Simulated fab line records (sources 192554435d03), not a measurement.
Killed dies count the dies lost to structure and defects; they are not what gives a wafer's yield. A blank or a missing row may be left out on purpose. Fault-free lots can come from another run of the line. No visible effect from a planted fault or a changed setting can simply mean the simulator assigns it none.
fab line records + flow n5-finfet
[record]
- lots = 4
- wafers = 12
- last-day = 17
route steps=1938 shown BEOL_M5@1172 BEOL_M6@1194 PASSIVATION@1936
lots that met no fault: from a run of the same line without faults
start-h: hours from the record's opening day to when the first of the lot's shown wafers began + wait-h: hours from the lot's prior step to this one + " identical to the entry in the row above + L1.1+2: a row that stands for several wafers + - no value, or no start given + * or withheld: withheld + < > ~ a bound
route shown NAME@n: NAME is a module with steps in the file, n the number in the route of the first one + usual: mean/standard deviation of fault-free wafers + same: alike in all rows + chamber/n: place in a boat + sites: per-site readings + _std_site: the standard deviation of these + _edge_site: the outer-site mean with the inner-site mean subtracted + radius-mm: for every site, how far away it sits from the centre of the wafer + mask NAME#n: copy n + behind: the last tool/chamber to shape the wafer + hold: why the lot went on hold/how many hours it stayed there/how the hold came to an end + device: transistor that didn't switch, given as n, p or np + end of line: the same wafers' tests at the end of the route + a step without rows: its recipe alone + killed: not the wafer's yield, but the dies lost to structure and defects at the first sort + map: the dies of a wafer, with x for killed, . for not killed, _ for no die there
set.NAME: setting as actually run; set.NAME@STEP: the setting as run at that earlier step + model.NAME: the simulator's own value behind a step, which no gauge read
certain route steps with their lots: each step a table, each wafer a row
services: from which hour (start-h, from the record's first day; less than 0 if before it) a tool's chamber was out of use, for how many hours, and why
[[steps]]
[step N5_BEOL_M5_ALD_86]
[recipe]
- material = TaN
- target-thk-a = *
- temp-c = 275
- ald-precursor-family = PDMAT
- ald-co-reactant = NH3
- pressure-torr = 3
- carrier-flow-sccm = 1500
- pulse-time-s = 2
- purge-time-s = 3
- co-reactant-purge-time-s = 2
- co-reactant-pulse-time-s = 3
- ald-cycles = 30
- precursor-vessel-temp-c = 75
- precursor-vessel-pressure-torr = 26.25
- precursor-vessel-carrier-sccm = 1000
[step N5_BEOL_M5_SURFACE_TREAT_87]
[recipe]
- gas = Ar
- time-s = *
- ion-energy-ev = *
- ion-current-ma-cm2 = 0.5
- pressure-mtorr = *
- ar-flow-sccm = 30
[step N5_BEOL_M5_CVD_47]
[recipe]
- material = Co
- target-thk-a = 30
- temp-c = withheld
- precursor = CCTBA/H2
- pressure-torr = 30
- time-s = 216
[step N5_BEOL_M5_SPUTTER_48]
[recipe]
- material = Cu
- target-thk-a = 150
- temp-c = -20
- chamber-pressure-pa = 0.07
- power-w = withheld
- time-s = 27.62
[step N5_BEOL_M5_ANNEAL_49]
[recipe]
- temp-c = 400
- time-s = 1800
- ambient = vacuum
[step N5_BEOL_M5_SPUTTER_81]
[recipe]
- material = Cu
- target-thk-a = 150
- temp-c = -20
- chamber-pressure-pa = 0.07
- power-w = withheld
- time-s = 27.62
[step N5_BEOL_M5_ANNEAL_82]
[recipe]
- temp-c = 400
- time-s = 1800
- ambient = vacuum
[step N5_BEOL_M5_SPUTTER_83]
[recipe]
- material = Cu
- target-thk-a = 150
- temp-c = -20
- chamber-pressure-pa = 0.07
- power-w = withheld
- time-s = 27.62
[step N5_BEOL_M5_ANNEAL_84]
[recipe]
- temp-c = 400
- time-s = 1800
- ambient = vacuum
[step N5_BEOL_M5_SPUTTER_88]
[recipe]
- material = Cu
- target-thk-a = 150
- temp-c = -20
- chamber-pressure-pa = 0.07
- power-w = withheld
- time-s = 27.62
[step N5_BEOL_M5_ANNEAL_89]
[recipe]
- temp-c = 400
- time-s = 1800
- ambient = vacuum
[step N5_BEOL_M5_SPUTTER_90]
[recipe]
- material = Cu
- target-thk-a = 45
- temp-c = -20
- chamber-pressure-pa = 0.07
- power-w = withheld
- time-s = 8.29
[step N5_BEOL_M5_ECD_50]
[recipe]
- material = Cu
- target-thk-a = 3000
| lot.wafer  | tool      | chamber | start-h | wait-h |
|------------|-----------|---------|---------|--------|
| L357.3+4+5 | ecd-cu-01 | 0,1,0   | 191.97  | 0.1    |
| L370.1+2+3 | ecd-cu-01 | 1,0,0   | 275.03  | 0.1    |
| L371.1+4+6 | ecd-cu-01 | 0       | 289.99  | 0.1    |
| L376.3+4+5 | ecd-cu-02 | 1,0,1   | 316.72  | 0.1    |
[step N5_BEOL_M5_ANNEAL_51]
[recipe]
- temp-c = 225
- time-s = 90
- ambient = N2
[step N5_BEOL_M5_CMP_52]
[recipe]
- stop-on = SiCOH_lowk
- t-overpolish-s = 6.9
- down-force-psi = 1
- platen-rpm = 50
- clearing-platen-down-force-psi = 1.5
- clearing-platen-rpm = 50
- post-cmp-clean = cu-alkaline
- target-thk-nm = 62
- clearing-platen-pad-velocity-m-s = 0.99484
- pad-velocity-m-s = 0.99484
[step N5_BEOL_M5_PRE_CLEAN_77]
[recipe]
- gas = NH3/H2
- time-s = 15
- temp-c = *
- rf-power-w = 300
[step N5_BEOL_M5_CO_CAP_78]
[recipe]
- material = Co
- target-thk-a = 20
- temp-c = 200
- precursor = CCTBA/H2
- pressure-torr = 30
- time-s = 102.1
[step N5_BEOL_M5_PRE_CLEAN_55]
[recipe]
- gas = NH3
- time-s = 15
- temp-c = withheld
- rf-power-w = 300
[step N5_BEOL_M5_DEP_56]
[recipe]
- material = SiCN
- target-thk-a = 80
- temp-c = withheld
- precursor = 3MS/NH3
- pressure-torr = 3
- rf-w = 202
- time-s = 14
[step N5_BEOL_M6_ILD_DEP_00]
[recipe]
- material = SiCOH_lowk
- target-thk-a = 1797.5
- temp-c = 300
- precursor = DEMS/porogen
- pressure-torr = 5
- rf-w = 500
- time-s = 33.4
[step N5_BEOL_M6_CURE_74]
[recipe]
- temp-c = 385
- time-s = 240
- ambient = He/Ar
- material = SiCOH_lowk
[step N5_BEOL_M6_PECVD_70]
[recipe]
- material = SiO2
- target-thk-a = 200
- temp-c = 400
- precursor = TEOS/O2
- pressure-torr = 5.5
- rf-w = 450
- teos-flow-sccm = 53.8
- gas = O2
- flow-sccm = 3000
- time-s = 22.7
[step N5_BEOL_M6_HM_DEP_02]
[recipe]
- material = TiN
- target-thk-a = 200
- temp-c = 25
- chamber-pressure-pa = 0.49996
[step N5_BEOL_M6_COAT_59]
[recipe]
- resist = SOC
- temp-c = 250
- time-s = 60
- spin-rpm = 1500
- resist-thk-nm = 100
[step N5_BEOL_M6_COAT_60]
[recipe]
- resist = SiARC
- temp-c = 220
- time-s = 60
- spin-rpm = 1500
- resist-thk-nm = 35
[step N5_BEOL_M6_COAT_05]
[recipe]
- resist = CAR-ArF
- spin-rpm = 1500
- resist-thk-nm = 90
[step N5_BEOL_M6_EBR_07]
[recipe]
- solvent = PGMEA
- ebr-width-mm = 1.5
[step N5_BEOL_M6_SOFTBAKE_06]
[recipe]
- temp-c = 110
- time-s = 60
- resist = CAR-ArF
[step N5_BEOL_M6_EXPOSE_08]
[recipe]
- mask-id = M6
- na = 1.35
- source-shape = dipole
- sigma-inner = 0.817
- sigma-outer = 0.97
- polarization = te
- dose-mj = 68.25
[step N5_BEOL_M6_PEB_09]
[recipe]
- peb-temp-c = withheld
- peb-time-s = 60
- resist = CAR-ArF
[step N5_BEOL_M6_DEVELOP_10]
[recipe]
- develop-time-s = 30
- developer = TMAH
- resist = CAR-ArF
- rinse-liquid = diw
- dry = air-spin
- dev-temp-c = 23
[step N5_BEOL_M6_DESCUM_16]
[recipe]
- chemistry = O2
- time-s = 7.9
- source-power-w = 50
- bias-power-w = 20
- pressure-mtorr = 20
- rf-frequency-hz = 2.712e+07
- temp-c = 40
- resist = CAR-ArF
- o2-flow-sccm = 225
[step N5_BEOL_M6_ETCH_61]
[recipe]
- chemistry = CF4
- target = SiARC
- target-depth-a = 455
- mask-material = CAR-ArF
- time-s = 75.8
- ion-energy-ev = 80
- pressure-mtorr = 40
- source-w = 545
- bias-w = 36
- Ar_flow_sccm = 100
- cf4-flow-sccm = 100
- ends = cleared
[step N5_BEOL_M6_ETCH_62]
[recipe]
- chemistry = N2/H2
- target = SOC
- target-depth-a = 1100
- overetch-a = 220
- mask-material = SiARC
- temp-c = 40
- time-s = 165
- ion-energy-ev = 200
- pressure-mtorr = 30
- source-w = 840
- bias-w = 150
- n2-flow-sccm = 200
- h2-flow-sccm = 200
[step N5_BEOL_M6_STRIP_68]
[recipe]
- chemistry = N2/H2
- temp-c = 40
- n2-flow-sccm = 200
- h2-flow-sccm = 200
- rf-frequency-hz = 6e+07
[step N5_PASSIVATION_PROBE_49]
[usual]
- defect-limited-yield = 91.1/1.5
- killed_at_M0_to_M3 = 35/11
- killed_at_M4_up = 13/5.7
- killed-at-contacts = 12/5.7
- killed-at-front-end = 40/11
- killed-at-other = 4/4.4
- killed-dies = 105/18
- killed-on-rim = 14/3.9
- killed-open = 68/14
- killed-short = 34/7.4
- sort_bin_4_leakage = 0.00/0.011
- sort_bin_5_function = 5.2/1
- sort_bin_6_memory = 3.3/0.67
- sort_bin_8_speed = 0.04/0.29
- sort-n-pass = 1074/18
- sort-yield-pct = 91.0/1.5
[same]
- gross-dies = 1180
- killed-at-back-side = 0
| lot.wafer | tool      | chamber | start-h | wait-h | defect-limited-yield[%] | killed_at_M0_to_M3 | killed_at_M4_up | killed-at-contacts | killed-at-front-end | killed-at-other | killed-dies | killed-on-rim | killed-open | killed-short | sort_bin_4_leakage[%] | sort_bin_5_function[%] | sort_bin_6_memory[%] | sort_bin_8_speed[%] | sort-n-pass | sort-yield-pct[%] |
|-----------|-----------|---------|---------|--------|-------------------------|--------------------|-----------------|--------------------|---------------------|-----------------|-------------|---------------|-------------|--------------|-----------------------|------------------------|----------------------|---------------------|-------------|-------------------|
| L357.3    | prober-01 | -       | 282.24  | 0.1    | 91.4                    | 31                 | 14              | 15                 | 42                  | 0               | 102         | 8             | 70          | 31           | 0                     | 5.7                    | 2.7                  | 0                   | 1078        | 91.4              |
| L357.4    | prober-01 | -       | 282.29  | 0.2    | 90.3                    | 34                 | 15              | 18                 | 38                  | 9               | 114         | 14            | 77          | 29           | 0                     | 6.1                    | 3.5                  | 0                   | 1066        | 90.3              |
| L357.5    | prober-01 | -       | 282.34  | 0.2    | 90.4                    | 25                 | 15              | 14                 | 56                  | 3               | 113         | 19            | 71          | 36           | 0                     | 5.6                    | 3.6                  | 0                   | 1067        | 90.4              |
| L370.1    | prober-02 | -       | 363.64  | 0.5    | 38.5                    | 27                 | 668             | 6                  | 20                  | 5               | 726         | 88            | 47          | 15           | 0                     | 39.7                   | 16.9                 | 0                   | 454         | 38.5              |
| L370.2    | prober-02 | -       | 363.69  | 0.5    | 35.7                    | 24                 | 676             | 5                  | 28                  | 26              | 759         | 95            | 44          | 20           | 0                     | 42.8                   | 16.9                 | 0                   | 421         | 35.7              |
| L370.3    | prober-02 | -       | 363.74  | 0.6    | 35.1                    | 17                 | 671             | 2                  | 18                  | 58              | 766         | 86            | 36          | 14           | 0                     | 40.6                   | 20.4                 | 0.08                | 413         | 35.0              |
| L371.1    | prober-01 | -       | 383.10  | 0.0    | 39.2                    | 17                 | 669             | 13                 | 17                  | 1               | 717         | 101           | 44          | 13           | 0                     | 40.1                   | 16.4                 | 0                   | 463         | 39.2              |
| L371.4    | prober-01 | -       | 383.25  | 0.2    | 39.7                    | 19                 | 643             | 6                  | 44                  | 0               | 712         | 85            | 55          | 22           | 0                     | 40.6                   | 15.8                 | 0                   | 468         | 39.7              |
| L371.6    | prober-01 | -       | 383.35  | 0.3    | 37.2                    | 13                 | 694             | 8                  | 24                  | 2               | 741         | 103           | 36          | 21           | 0                     | 41.4                   | 17.8                 | 0                   | 439         | 37.2              |
| L376.3    | prober-02 | -       | 405.46  | 0.1    | 91.7                    | 33                 | 8               | 18                 | 35                  | 4               | 98          | 11            | 59          | 30           | 0.08                  | 4.7                    | 2.9                  | 0                   | 1081        | 91.6              |
| L376.4    | prober-02 | -       | 405.51  | 0.2    | 92.5                    | 24                 | 19              | 8                  | 33                  | 4               | 88          | 10            | 65          | 23           | 0                     | 4.3                    | 3.1                  | 0                   | 1092        | 92.5              |
| L376.5    | prober-02 | -       | 405.56  | 0.2    | 93.4                    | 23                 | 7               | 9                  | 31                  | 8               | 78          | 6             | 49          | 23           | 0                     | 3.6                    | 2.3                  | 0                   | 1102        | 93.4              |
// killed by level:class
L357.3 STI_FIN_REVEAL:geometric-particle:open=15 MOL_CONTACT_COAG:geometric-particle:open=13 DUMMY_GATE:geometric-particle:open=7 BEOL_M0_SAQP:geometric-particle:open=6 BEOL_M1:geometric-particle:open=6 STARTING-WAFER:geometric-particle:short=6 BEOL_M0_SAQP:geometric-particle:short=5 BEOL_M2:geometric-particle:open=5
L357.4 MOL_CONTACT_COAG:geometric-particle:open=15 BEOL_M0_SAQP:geometric-particle:open=10 MIM_TOP_ETCH:area-etch=8 FIN_SAQP:geometric-particle:open=7 STI_FIN_REVEAL:geometric-particle:open=7 BEOL_M4:geometric-particle:open=7 FIN_SAQP:geometric-particle:short=6 BEOL_M3:geometric-particle:open=6
L357.5 STI_FIN_REVEAL:geometric-particle:open=15 MOL_CONTACT_COAG:geometric-particle:open=10 FIN_SAQP:geometric-particle:open=9 FIN_SAQP:geometric-particle:short=7 STI_FIN_REVEAL:geometric-particle:short=6 DUMMY_GATE:geometric-particle:open=6 BEOL_M3:geometric-particle:open=6 BEOL_M1:geometric-particle:open=5
L370.1 BEOL_M5:unspecified=663 BEOL_M1:geometric-particle:open=8 BEOL_M2:geometric-particle:open=7 MOL_CONTACT_COAG:geometric-particle:open=5 BEOL_M0_SAQP:geometric-particle:open=5 DUMMY_GATE:geometric-particle:open=4 BEOL_M0_SAQP:geometric-particle:short=4 FIN_SAQP:geometric-particle:open=3
L370.2 BEOL_M5:unspecified=674 PASSIVATION:area-etch=18 BEOL_M1:geometric-particle:open=8 STI_FIN_REVEAL:geometric-particle:open=6 DUMMY_GATE:geometric-particle:open=6 PASS1_CAP:geometric-particle:open=4 BEOL_M2:geometric-particle:open=4 FIN_SAQP:geometric-particle:short=3
L370.3 BEOL_M5:unspecified=660 PASSIVATION:area-etch=54 BEOL_M0_SAQP:geometric-particle:open=5 BEOL_M2:geometric-particle:open=5 STI_FIN_REVEAL:geometric-particle:open=3 ILD0:geometric-particle:open=3 GATE_CUT:geometric-particle:short=3 BEOL_M0_SAQP:geometric-particle:short=3
L371.1 BEOL_M5:unspecified=659 MOL_CONTACT_COAG:geometric-particle:open=11 BEOL_M2:geometric-particle:open=5 FIN_SAQP:geometric-particle:short=4 BEOL_M0_SAQP:geometric-particle:open=4 BEOL_M0:geometric-particle:open=4 BEOL_M1:geometric-particle:open=3 BEOL_M4:geometric-particle:open=3
L371.4 BEOL_M5:unspecified=631 FIN_SAQP:geometric-particle:open=20 FIN_SAQP:geometric-particle:short=8 BEOL_M1:geometric-particle:open=6 MOL_CONTACT_COAG:geometric-particle:open=5 BEOL_M2:geometric-particle:open=4 BEOL_M4:geometric-particle:open=4 GATE_CUT:geometric-particle:short=3
L371.6 BEOL_M5:unspecified=684 FIN_SAQP:geometric-particle:open=6 FIN_SAQP:geometric-particle:short=5 MOL_CONTACT_COAG:geometric-particle:open=5 BEOL_M2:geometric-particle:open=4 BEOL_M4:geometric-particle:open=4 GATE_CUT:geometric-particle:short=3 MOL_CONTACT_COAG:geometric-particle:short=3
L376.3 BEOL_M3:geometric-particle:open=17 MOL_CONTACT_COAG:geometric-particle:open=15 FIN_CUT:area-etch=6 FIN_SAQP:geometric-particle:short=5 BEOL_M2:geometric-particle:open=5 STARTING-WAFER:geometric-particle:short=4 DUMMY_GATE:geometric-particle:open=3 MOL_CONTACT_COAG:geometric-particle:short=3
L376.4 MOL_CONTACT_COAG:geometric-particle:open=7 BEOL_M0:geometric-particle:open=7 STARTING-WAFER:geometric-particle:open=7 FIN_SAQP:geometric-particle:open=6 STI_FIN_REVEAL:geometric-particle:open=5 BEOL_M2:geometric-particle:open=5 FIN_SAQP:geometric-particle:short=4 DUMMY_GATE:geometric-particle:open=4
L376.5 BEOL_M3:geometric-particle:open=9 STI_FIN_REVEAL:geometric-particle:open=6 FIN_SAQP:geometric-particle:open=5 BEOL_M2:geometric-particle:open=5 MIM_TOP_ETCH:geometric-particle:short=5 HKMG_FIN:area-etch=5 MOL_CONTACT_COAG:geometric-particle:open=4 MOL_CONTACT_COAG:geometric-particle:short=4
// map L370.3 (x killed, . not)
_________________..xxxx....x.________________
______________.x.....xx.xx.xx.xx_____________
___________.xx..xxxxx.x.xxx..xxxx.x__________
__________...xxx.x..xxxxx.xx.xxxxxxx_________
________..x..x.x.xxx.x.x.xxxxx.x.xxxxx_______
_______x..xxxxxxx.xx.xx.xx..x.xx.x..xx.______
______.xx..xx.xxxxx.x.xxxx.xx.xx..x..xx._____
_____...xxxxxxxxxxx.x.xxx.xxx.x..x.xxxx.x____
____xxx.x....x...x...xxx..x..xxxxxx..xxxxx___
___x.xxx.x...xx.x.xxxxxxxxxxxxxxxxx....xxxx__
___xx..x.xxxxxxxxx..xxxxxxx.xxxx..xx..x.x..__
__x...xxxxxxxxxx..xxxxxxxxxxxx.xxxxxx.xx.x.x_
__xx.....x.xxxx.xx.x..xxxxxxxxxxxxxxxx..xx.._
_xxxxxx.x.xxx.xxxxxxxxxxxxxxxxxxxx.x..xxxxxxx
_xxxxx.xx...x...xxx..xx.xxxxx.xxxx.xx.xxx.xxx
_xxxxxxx..x.xxx..xxx.x.x.xxxxxxxx...xx.xx.xxx
_xxx.xxxx.xxx..xxxx....xxxx..xxxxxxxxxxxx.xxx
_x.xxxxxxxxxx..x..xx.x..xxxxxxxxxx.x.xxxxxxx.
_.xx..xx...xxx.x.x.xx.xxx..xxx..xxxxxxxxx.x.x
_.xx.xxxxxx.xx.xxxxx.xxx.....x.xxx.xx.xxxx..x
_xxx.x.x...xxx.x.xx.xx...xx.x.xx.xxxxxxx..xxx
__.xxx..x..x.....xxxxxxxx.xxx.x.xxxxxxx.xx.._
__x.xx..x...x.x..xx..xxxx.x.x.xx.xxxxxxxxx.._
___.xxxx..xx..xxxx.xxxx...xxxxxx...xxxxxx.x__
___..xx.xxxx.xx....x.xxx..x.xx.xxx.xxx.x...__
____xxx.x.xxxxxxxxxxxxxx.xxx..xxx..xx....x___
_____.xx.xxxxx.x.xxx.x.xx.xx....x.xx.....____
______.x..xxxx...x.xx.x..xx.x...x.xxxxxx_____
_______x...xx..xx..x..xxxxxxxxxx.xxx.xx______
________xx.xxxx.xxx.xx.x.x.x.x..x....x_______
__________.x..x.x.xx...x.xxxxx..xxxx_________
___________xx.......x.....x.x.xxxxx__________
______________x...xxxxxx.xx.xxx._____________
_________________....xxxx.x..________________
// map L371.6 (x killed, . not)
_________________xxxxx.xxxxxx________________
______________.x...xxx.xxxxxxxx._____________
___________xxxx..x...xxx.xxxxxxx.x.__________
__________xx.....xx.xx....xx.xxx.x.x_________
________x.xxxx.x...xxx.xx.xxx.x.xxxxxx_______
_______x.xx.xxx.xx.xxx...x.xxx.x.x.xx..______
______xxxxx..x.x.xxxxx...xxxx.xxxxxx.xx._____
_____.xxx.x.xx....x.x...xxxxxx.xx..xx.xxx____
____x.xxx.x.xxxxxx.xxx.xx..x....xx...xx...___
___x..xxxxx.x....xx..xxx.x.....xxxxxxx.xxxx__
___.xxxxx.xx....x.xx.x.xx.xxx...xxx.x....x.__
__.xx..x..xxx....xx..xx...xx..x.xxxxxx..xxxx_
__xxxxxxxxx.xxxx.xxx.xx...x.xxx.xx..x.xx.xxx_
_xxxx.xxx.xx.x..xx...x...x.xx.xxx.xxxxxxx..xx
_.xxx..xxxxx.x.x.x....xx.xxx.x..x..xxxxxxx..x
_xx.x.xx.x.xxx.xx.x.x.x.xxxxx..xx.xxxxx.x.xx.
_..xxxx.x.xxx.xx.xxx.xxxx..xx.x..xxx.x..xxx.x
_.x..xxxxx.xxxxxx..xx..xx.x..x.x....x.xxx.xxx
_.x.xxx.x.xx.xx..x..x.xxxx....x.x.x..x.xx.x.x
_....xx.x.x.xxxxxxx..x.xxxx.xxxx..xxxx..xxx.x
_.x..x.xxxxx.xxxx...x.x.....x.xxxx....xxxx.xx
__xxxxx.xx.x.xxx.xxxxx...x..x..xx.x..xx.x..x_
__x.x.xx.xx.xxx..x.xx.xxx.xxx.x.xxxx..xxxxxx_
___.x..xx...x.xxx.xxx...x.xxxxxx..xxxxxx.xx__
___xxxx...xxxxxx.xx.xxxxxx.xxxxxxxxxx.xxxx.__
____x.xxxxxxxxx..x.xxxxxxxxx.xx..x..x..x..___
_____..xx....xx.xxxxx..x.x.xxxxxx.xx..xxx____
______xx.xxxxxxxx..xxx.xx..xxxxx..xxx.xx_____
_______.x....xxxxxx.xxxxx.xx.x.x.xxx.xx______
________x..xx.x.x.....xx.xxx.x.x.x.xxx_______
__________..xx..x..xxxx.xx.xxx..x..x_________
___________.xx.xxxx..xxxxx.x.xxxxxx__________
______________.x.xx...x.xxxxxxxx_____________
_________________xxx.xxxx.xx.________________
[[services]]
| tool      | chamber | start-h | hours | kind   |
|-----------|---------|---------|-------|--------|
| ecd-cu-02 | -       | 215.58  | 2.2   | repair |
| ecd-cu-02 | -       | 272.62  | 4.4   | pm     |
| ecd-cu-01 | -       | 305.05  | 3.3   | repair |
[[key]]
[first-sign]
- step = N5_PASSIVATION_PROBE_49
- reading = killed_at_M4_up
- direction = up
- sigmas = 99+
- usual = 13
- struck = 670
[effect]
- step = N5_PASSIVATION_PROBE_49
- reading = defect-limited-yield
- direction = down
- sigmas = 36
- usual = 91.1
- struck = 37.6
[more-kills-born-at]
- N5_BEOL_M5_ECD_50@ecd-cu-01 = 3971
met-at N5_BEOL_M5_ECD_50
struck-wafers L370.1,L370.2,L370.3,L371.1,L371.4,L371.6
[baseline-loss]
- step = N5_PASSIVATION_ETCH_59
- wafers = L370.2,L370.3
onset-between 191.97 275.03
[fault]
- kind = chamber-particle-source
- tool = ecd-cu-01
- chamber = -
- onset-h = 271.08
- steps = N5_BEOL_M5_ECD_50
- rate-per-visit-cm2 = 1.6462
- end-h = 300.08
// baseline-loss: these wafers lose ten dies or more at that step, a loss of the line's own and not of a fault; the sort's usual values leave them out
